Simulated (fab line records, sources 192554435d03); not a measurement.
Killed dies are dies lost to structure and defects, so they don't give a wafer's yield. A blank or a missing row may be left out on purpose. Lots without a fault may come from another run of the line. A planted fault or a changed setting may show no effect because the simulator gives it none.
Which tool did it? | flow n5_finfet | 24 lots, 72 wafers sampled, at 6 steps of a route of 1938

WHAT THE GAUGES READ, wafer by wafer
N5_BEOL_M11_CD_MEAS_35: target cd 70 nm.
lot  | measured     | on        | cd_nm (nm)
L076 | day 11 06:15 | cd_sem-03 | 70.9 71.4 69.5
L074 | day 11 06:34 | cd_sem-01 | 69.8 70.2 69.1
L075 | day 11 09:42 | cd_sem-02 | 69.6 70.2 68.9
L077 | day 11 21:32 | cd_sem-01 | 69.8 72.0 70.7
L078 | day 11 22:04 | cd_sem-03 | 70.4 70.3 70.8
L079 | day 11 22:14 | cd_sem-03 | 70.8 69.6 70.7
L081 | day 12 06:45 | cd_sem-03 | 69.5 69.4 69.9
L080 | day 12 11:13 | cd_sem-01 | 69.4 70.0 69.4
L082 | day 12 17:12 | cd_sem-01 | 70.4 68.9 69.8
L083 | day 13 01:16 | cd_sem-02 | 70.3 70.5 69.9
L085 | day 13 12:31 | cd_sem-03 | 69.8 68.9 69.2
L084 | day 13 09:29 | cd_sem-03 | 70.9 70.5 70.3
L087 | day 14 02:32 | cd_sem-03 | 69.8 69.7 69.3
L089 | day 14 16:16 | cd_sem-03 | 70.4 70.3 70.0
L088 | day 14 19:54 | cd_sem-01 | 70.6 69.4 70.5
L086 | day 14 20:17 | cd_sem-03 | 68.9 68.5 69.9
L090 | day 15 01:20 | cd_sem-01 | 70.8 69.8 69.9
L093 | day 16 13:56 | cd_sem-03 | 70.5 70.1 70.2
L091 | day 16 08:46 | cd_sem-02 | 70.0 69.9 70.1
L092 | day 16 14:00 | cd_sem-03 | 70.5 68.8 70.6
L094 | day 16 15:41 | cd_sem-02 | 70.2 69.2 70.7
L095 | day 17 14:58 | cd_sem-01 | 71.0 70.6 71.0
L096 | day 17 15:25 | cd_sem-01 | 70.3 70.7 69.7
L097 | day 17 18:13 | cd_sem-02 | 68.6 70.4 70.2

N5_BEOL_M12_THK_MEAS_01.
lot  | measured     | on            | M12_ILD_THK (nm)
L076 | day 11 09:20 | film_metro-02 | 653 654 672
L074 | day 11 09:49 | film_metro-01 | 660 651 668
L075 | day 11 12:34 | film_metro-02 | 652 643 655
L077 | day 12 00:35 | film_metro-02 | 655 674 667
L078 | day 12 01:41 | film_metro-01 | 656 659 668
L079 | day 12 02:10 | film_metro-02 | 663 663 681
L081 | day 12 10:35 | film_metro-02 | 657 679 659
L080 | day 12 18:19 | film_metro-01 | 656 653 666
L082 | day 12 20:25 | film_metro-01 | 656 658 666
L083 | day 13 04:21 | film_metro-01 | 647 655 649
L085 | day 13 15:00 | film_metro-02 | 654 663 653
L084 | day 13 12:09 | film_metro-01 | 656 662 658
L087 | day 14 06:17 | film_metro-02 | 660 657 654
L089 | day 14 21:23 | film_metro-01 | 641 638 643
L088 | day 14 23:02 | film_metro-02 | 661 662 667
L086 | day 15 00:10 | film_metro-02 | 642 663 655
L090 | day 15 06:49 | film_metro-02 | 651 665 666
L093 | day 16 16:40 | film_metro-02 | 662 669 672
L091 | day 16 11:36 | film_metro-02 | 655 657 638
L092 | day 16 16:20 | film_metro-02 | 656 655 664
L094 | day 16 21:29 | film_metro-02 | 649 649 657
L095 | day 17 19:10 | film_metro-01 | 647 655 650
L096 | day 17 19:58 | film_metro-01 | 651 652 647
L097 | day 17 20:35 | film_metro-02 | 656 650 644

WHICH TOOL RAN EACH LOT (tool, then ch and the chambers of the sampled wafers, then the start)
lot  | N5_BEOL_M9_SPUTTER_48        | N5_BEOL_M9_CMP_52             | N5_BEOL_M10_STRIP_67               | N5_BEOL_M11_DESCUM_33
L076 | pvd_sputter-01, day 10 09:04 | cmp-01 ch 0,2,3, day 10 09:56 | rie_diel-04 ch 0,1,3, day 10 13:07 | rie_diel-02 ch 2,3, day 11 05:36
L074 | pvd_sputter-02, day 10 09:53 | cmp-01 ch 0,3, day 10 10:43   | rie_diel-06 ch 1,3, day 10 14:23   | rie_diel-03 ch 0,1,2, day 11 05:55
L075 | pvd_sputter-03, day 10 21:01 | cmp-04 ch 1,2, day 10 21:47   | rie_diel-06 ch 0,3, day 11 00:38   | rie_diel-02 ch 1,2, day 11 09:02
L077 | pvd_sputter-02, day 11 10:41 | cmp-02 ch 1,2,3, day 11 11:29 | rie_diel-05 ch 0,1,2, day 11 13:40 | rie_diel-02 ch 2,3, day 11 20:53
L078 | pvd_sputter-03, day 11 11:42 | cmp-02 ch 1,2,3, day 11 12:16 | rie_diel-05 ch 0,2, day 11 14:25   | rie_diel-03 ch 1,2, day 11 21:24
L079 | pvd_sputter-03, day 11 11:54 | cmp-02 ch 0,1,2, day 11 12:31 | rie_diel-05 ch 0,1,2, day 11 14:50 | rie_diel-01 ch 1,3, day 11 21:35
L081 | pvd_sputter-01, day 11 18:52 | cmp-02 ch 0,1,3, day 11 19:25 | rie_diel-05 ch 0,3, day 11 21:28   | rie_diel-02 ch 0,1,3, day 12 06:05
L080 | pvd_sputter-01, day 11 19:23 | cmp-02 ch 0,1,2, day 11 19:58 | rie_diel-05 ch 1,2,3, day 11 21:47 | rie_diel-03 ch 1,2,3, day 12 10:34
L082 | pvd_sputter-03, day 11 21:19 | cmp-04 ch 1,2,3, day 11 21:55 | rie_diel-04 ch 0,1,2, day 12 01:37 | rie_diel-02 ch 2,3, day 12 16:32
L083 | pvd_sputter-02, day 12 07:49 | cmp-04 ch 0,1,2, day 12 08:38 | rie_diel-06 ch 1,2, day 12 15:40   | rie_diel-02 ch 0,3, day 13 00:36
L085 | pvd_sputter-03, day 12 16:54 | cmp-02 ch 0,2,3, day 12 17:26 | rie_diel-05 ch 0,1,2, day 12 20:37 | rie_diel-02 ch 1,2, day 13 11:52
L084 | pvd_sputter-02, day 12 19:01 | cmp-04 ch 0,2,3, day 12 19:37 | rie_diel-05 ch 0,3, day 12 23:05   | rie_diel-02 ch 1,2,3, day 13 08:49
L087 | pvd_sputter-03, day 13 14:14 | cmp-02 ch 1,2,3, day 13 15:07 | rie_diel-05 ch 1,2,3, day 13 17:07 | rie_diel-02 ch 0,1,2, day 14 01:53
L089 | pvd_sputter-01, day 14 01:17 | cmp-04 ch 0,1,2, day 14 02:00 | rie_diel-06 ch 0,1,2, day 14 05:05 | rie_diel-03 ch 0,1,3, day 14 15:37
L088 | pvd_sputter-01, day 14 06:08 | cmp-04 ch 0,2,3, day 14 06:51 | rie_diel-06 ch 1,2, day 14 09:41   | rie_diel-01 ch 0,1,3, day 14 19:15
L086 | pvd_sputter-03, day 14 06:18 | cmp-02 ch 1,3, day 14 07:17   | rie_diel-04 ch 0,1,3, day 14 10:30 | rie_diel-03 ch 0,2,3, day 14 19:36
L090 | pvd_sputter-03, day 14 13:26 | cmp-01 ch 1,3, day 14 14:06   | rie_diel-04 ch 0,3, day 14 17:13   | rie_diel-02 ch 2,3, day 15 00:41
L093 | pvd_sputter-02, day 15 17:11 | cmp-02 ch 0,1,2, day 15 17:49 | rie_diel-04 ch 1,2,3, day 15 21:32 | rie_diel-03 ch 0,1, day 16 13:17
L091 | pvd_sputter-02, day 15 17:46 | cmp-01 ch 0,2,3, day 15 18:22 | rie_diel-06 ch 0,2,3, day 15 22:05 | rie_diel-01 ch 0,3, day 16 08:07
L092 | pvd_sputter-02, day 15 22:02 | cmp-02 ch 2,3, day 15 22:52   | rie_diel-06 ch 2,3, day 16 01:07   | rie_diel-02 ch 0,1, day 16 13:20
L094 | pvd_sputter-03, day 16 00:52 | cmp-04 ch 1,3, day 16 01:26   | rie_diel-05 ch 0,2, day 16 04:13   | rie_diel-03 ch 1,2,3, day 16 15:02
L095 | pvd_sputter-02, day 16 22:04 | cmp-04 ch 0,1,3, day 16 22:35 | rie_diel-05 ch 0,1,2, day 17 00:35 | rie_diel-02 ch 0,1,2, day 17 14:19
L096 | pvd_sputter-02, day 16 22:08 | cmp-01 ch 1,2,3, day 16 22:49 | rie_diel-06 ch 0,1,2, day 17 00:45 | rie_diel-03 ch 0,1,3, day 17 14:46
L097 | pvd_sputter-01, day 17 00:05 | cmp-02 ch 0,1,3, day 17 00:41 | rie_diel-06 ch 0,1,3, day 17 04:11 | rie_diel-03 ch 0,1,2, day 17 17:34
- N5_BEOL_M9_SPUTTER_48: material Cu, target thk 12 nm, time 2 s.
- N5_BEOL_M9_CMP_52: polishes, stops on SiCOH lowk, t overpolish 7 s, target thk 140 nm.
- N5_BEOL_M10_STRIP_67: strips in CF4.
- N5_BEOL_M11_DESCUM_33: chemistry O2, time 7.9 s.

WHAT THE TOOLS THEMSELVES READ (means of the sampled wafers that have a number; where no wafer has one, the mark that the record gives instead)
N5_BEOL_M9_SPUTTER_48.
lot  | tool           | throttle_valve_pct (%)
L076 | pvd_sputter-01 | 30.7
L074 | pvd_sputter-02 | 29.1
L075 | pvd_sputter-03 | 30.6
L077 | pvd_sputter-02 | 29.0
L078 | pvd_sputter-03 | 30.4
L079 | pvd_sputter-03 | 31.4
L081 | pvd_sputter-01 | 30.8
L080 | pvd_sputter-01 | 31.1
L082 | pvd_sputter-03 | 31.3
L083 | pvd_sputter-02 | 28.8
L085 | pvd_sputter-03 | 31.6
L084 | pvd_sputter-02 | 29.4
L087 | pvd_sputter-03 | 30.5
L089 | pvd_sputter-01 | 30.9
L088 | pvd_sputter-01 | 31.2
L086 | pvd_sputter-03 | 30.2
L090 | pvd_sputter-03 | 31.1
L093 | pvd_sputter-02 | 29.2
L091 | pvd_sputter-02 | 29.2
L092 | pvd_sputter-02 | 29.0
L094 | pvd_sputter-03 | 30.4
L095 | pvd_sputter-02 | 29.0
L096 | pvd_sputter-02 | 29.4
L097 | pvd_sputter-01 | 30.9

N5_BEOL_M9_CMP_52.
lot  | tool   | barrier_field_endpoint_s (s) | clearing_platen_down_force_psi (psi) | edge_zone_pressure_frac | head_pressure_psi (psi) | motor_current_A (A) | overpolish_run_s (s) | platen_rpm (rpm) | time_to_endpoint_s (s)
L076 | cmp-01 | 28.3                         | 1.4991                               | 0.998                   | 1.0005                  | 5.6                 | 7.004                | 50.00            | 66
L074 | cmp-01 | 29.4                         | 1.4968                               | 1.003                   | 1.0017                  | 6.0                 | 6.997                | 50.03            | 68
L075 | cmp-04 | 27.5                         | 1.4994                               | 1.001                   | 1.0010                  | 6.8                 | 7.004                | 49.98            | 62
L077 | cmp-02 | 28.8                         | 1.4978                               | 0.997                   | 1.0013                  | 5.8                 | 6.999                | 50.01            | 65
L078 | cmp-02 | 28.8                         | 1.5001                               | 1.001                   | 0.9995                  | 5.9                 | 7.004                | 50.01            | 65
L079 | cmp-02 | 28.1                         | 1.4971                               | 0.999                   | 0.9996                  | 6.1                 | 6.998                | 50.01            | 64
L081 | cmp-02 | 28.9                         | 1.5015                               | 1.001                   | 0.9990                  | 6.1                 | 7.011                | 50.00            | 64
L080 | cmp-02 | 29.2                         | 1.4976                               | 1.001                   | 0.9979                  | 6.0                 | 7.001                | 49.97            | 64
L082 | cmp-04 | 27.9                         | 1.5032                               | 0.999                   | 0.9973                  | 6.8                 | 7.007                | 50.04            | 63
L083 | cmp-04 | 28.6                         | 1.5000                               | 1.000                   | 0.9997                  | 6.4                 | 7.009                | 49.96            | 64
L085 | cmp-02 | 30.9                         | 1.5003                               | 1.002                   | 1.0002                  | 6.2                 | 6.995                | 49.94            | 71
L084 | cmp-04 | 28.5                         | 1.4999                               | 0.997                   | 1.0015                  | 6.4                 | 7.000                | 50.02            | 62
L087 | cmp-02 | 29.8                         | 1.4983                               | 1.003                   | 1.0002                  | 5.8                 | 6.994                | 49.99            | 69
L089 | cmp-04 | 29.2                         | 1.4997                               | 1.000                   | 0.9995                  | 6.5                 | 6.998                | 49.96            | 65
L088 | cmp-04 | 28.4                         | 1.5024                               | 0.997                   | 0.9998                  | 6.3                 | 7.003                | 50.02            | 65
L086 | cmp-02 | 28.4                         | 1.4998                               | 1.003                   | 1.0008                  | 5.6                 | 7.007                | 49.95            | 66
L090 | cmp-01 | 30.1                         | 1.5014                               | 0.999                   | 0.9999                  | 6.0                 | 6.990                | 50.00            | 69
L093 | cmp-02 | 29.1                         | 1.4992                               | 1.003                   | 0.9978                  | 6.0                 | 6.995                | 50.00            | 64
L091 | cmp-01 | 28.8                         | 1.5001                               | 0.998                   | 0.9995                  | 5.6                 | 6.993                | 49.99            | 65
L092 | cmp-02 | 29.5                         | 1.5013                               | 1.003                   | 1.0011                  | 5.9                 | 7.012                | 49.99            | 69
L094 | cmp-04 | 28.6                         | 1.4972                               | 1.003                   | 0.9993                  | 6.5                 | 7.006                | 49.99            | 64
L095 | cmp-04 | 28.1                         | 1.4985                               | 1.001                   | 1.0003                  | 6.1                 | 6.989                | 50.00            | 64
L096 | cmp-01 | 28.6                         | 1.5007                               | 0.998                   | 1.0008                  | 5.9                 | 6.996                | 49.98            | 66
L097 | cmp-02 | 28.5                         | 1.4994                               | 1.000                   | 1.0009                  | 5.8                 | 7.002                | 49.98            | 66

N5_BEOL_M10_STRIP_67.
lot  | tool        | drypump_motor_current_A (A) | oes_product_au (a.u.) | rf_vpp_V (V) | showerhead_plenum_p_Torr (Torr) | throttle_valve_pct (%)
L076 | rie_diel-04 | 5.5                         | 0.76                  | 270.5        | 1.80                            | 13.57
L074 | rie_diel-06 | 5.9                         | 0.76                  | 269.8        | 1.78                            | 13.70
L075 | rie_diel-06 | 6.0                         | 0.80                  | 272.3        | 1.88                            | 13.69
L077 | rie_diel-05 | 5.6                         | 0.84                  | 271.1        | 1.81                            | 13.45
L078 | rie_diel-05 | 5.6                         | 0.84                  | 271.1        | 1.84                            | 13.38
L079 | rie_diel-05 | 5.6                         | 0.84                  | 270.7        | 1.81                            | 13.45
L081 | rie_diel-05 | 5.9                         | 0.89                  | 271.5        | 1.79                            | 13.54
L080 | rie_diel-05 | 5.3                         | 0.91                  | 272.2        | 1.86                            | 13.40
L082 | rie_diel-04 | 5.5                         | 0.76                  | 271.8        | 1.81                            | 13.50
L083 | rie_diel-06 | 5.2                         | 0.88                  | 270.6        | 1.76                            | 13.26
L085 | rie_diel-05 | 5.6                         | 0.83                  | 271.8        | 1.81                            | 13.46
L084 | rie_diel-05 | 6.1                         | 0.79                  | 269.0        | 1.75                            | 13.62
L087 | rie_diel-05 | 5.3                         | 0.88                  | 272.2        | 1.85                            | 13.43
L089 | rie_diel-06 | 5.5                         | 0.83                  | 272.2        | 1.80                            | 13.50
L088 | rie_diel-06 | 5.2                         | 0.85                  | 270.6        | 1.75                            | 13.28
L086 | rie_diel-04 | 5.5                         | 0.73                  | 271.1        | 1.79                            | 13.63
L090 | rie_diel-04 | 5.1                         | 0.76                  | 270.2        | 1.77                            | 13.61
L093 | rie_diel-04 | 5.8                         | 0.72                  | 270.8        | 1.78                            | 13.74
L091 | rie_diel-06 | 5.6                         | 0.81                  | 271.9        | 1.84                            | 13.53
L092 | rie_diel-06 | 5.3                         | 0.84                  | 271.1        | 1.80                            | 13.31
L094 | rie_diel-05 | 6.0                         | 0.75                  | 269.4        | 1.76                            | 13.58
L095 | rie_diel-05 | 5.6                         | 0.79                  | 271.2        | 1.80                            | 13.54
L096 | rie_diel-06 | 5.5                         | 0.81                  | 270.7        | 1.80                            | 13.54
L097 | rie_diel-06 | 5.9                         | 0.75                  | 272.4        | 1.82                            | 13.79

N5_BEOL_M11_DESCUM_33.
lot  | tool        | drypump_motor_current_A (A) | oes_product_au (a.u.) | rf_fwd_power_W (W) | rf_vpp_V (V) | showerhead_plenum_p_Torr (Torr) | throttle_valve_pct (%)
L076 | rie_diel-02 | 6.4                         | 0.85                  | 49.45              | 242.2        | 2.02                            | 20.44
L074 | rie_diel-03 | 5.6                         | 0.73                  | 49.64              | 242.6        | 2.11                            | 20.43
L075 | rie_diel-02 | 5.6                         | 0.78                  | 49.24              | 242.1        | 2.00                            | 20.66
L077 | rie_diel-02 | 6.3                         | 0.84                  | 49.50              | 242.3        | 2.02                            | 20.45
L078 | rie_diel-03 | 5.9                         | 0.72                  | 49.67              | 244.1        | 2.11                            | 20.47
L079 | rie_diel-01 | 5.5                         | 0.89                  | 49.49              | 242.9        | 2.11                            | 20.05
L081 | rie_diel-02 | 5.7                         | 0.75                  | 49.25              | 241.8        | 2.00                            | 20.55
L080 | rie_diel-03 | 6.1                         | 0.76                  | 49.45              | 243.6        | 2.12                            | 20.44
L082 | rie_diel-02 | 6.3                         | 0.74                  | 49.67              | 242.4        | 2.00                            | 20.55
L083 | rie_diel-02 | 6.0                         | 0.74                  | 49.23              | 240.8        | 2.00                            | 20.50
L085 | rie_diel-02 | 6.0                         | 0.82                  | 49.49              | 242.1        | 2.01                            | 20.54
L084 | rie_diel-02 | 5.9                         | 0.75                  | 49.39              | 242.2        | 1.99                            | 20.61
L087 | rie_diel-02 | 5.7                         | 0.81                  | 49.42              | 242.3        | 2.01                            | 20.50
L089 | rie_diel-03 | 5.8                         | 0.76                  | 49.42              | 243.6        | 2.11                            | 20.44
L088 | rie_diel-01 | 5.9                         | 0.82                  | 49.61              | 243.4        | 2.12                            | 20.09
L086 | rie_diel-03 | 5.8                         | 0.76                  | 49.66              | 243.5        | 2.09                            | 20.25
L090 | rie_diel-02 | 6.3                         | 0.88                  | 49.60              | 243.7        | 2.10                            | 20.35
L093 | rie_diel-03 | 5.3                         | 0.71                  | 49.59              | 243.4        | 2.10                            | 20.46
L091 | rie_diel-01 | 6.1                         | 0.79                  | 49.65              | 243.2        | 2.07                            | 20.15
L092 | rie_diel-02 | 5.5                         | 0.90                  | 49.16              | 243.4        | 2.10                            | 20.30
L094 | rie_diel-03 | 6.1                         | 0.73                  | 49.57              | 243.6        | 2.11                            | 20.50
L095 | rie_diel-02 | 5.7                         | 0.89                  | 49.34              | 243.5        | 2.09                            | 20.36
L096 | rie_diel-03 | 5.9                         | 0.74                  | 49.59              | 243.8        | 2.11                            | 20.48
L097 | rie_diel-03 | 5.6                         | 0.70                  | 49.57              | 243.2        | 2.10                            | 20.49

THE ANSWER, worked out from the rows above alone
Rule: what is usual is taken from the lots themselves. Put in order of their means at a reading, lots are off if they are a third of the lots or fewer, leave a main group of 4 or more, and stand apart from it by a gap of 3 or more times the standard deviation of the main group's means; of several such gaps the widest counts. A main group whose means are all the same, to the digits that the tables above print for the reading, isn't used. A lot without any number at a reading at which 4 lots or more have one is off too. The other lots that the step has rows for count as sound. The gauges are gone through in route order, then the tools' own readings, and for those a lot's mean is taken as printed above. The first step at which some lot is off is used, and at that step the reading that is off furthest; a lot without a number counts as furthest.
No lot is off at any reading shown: from this, nothing can be told.

WHAT THE SIMULATOR HAD PUT IN
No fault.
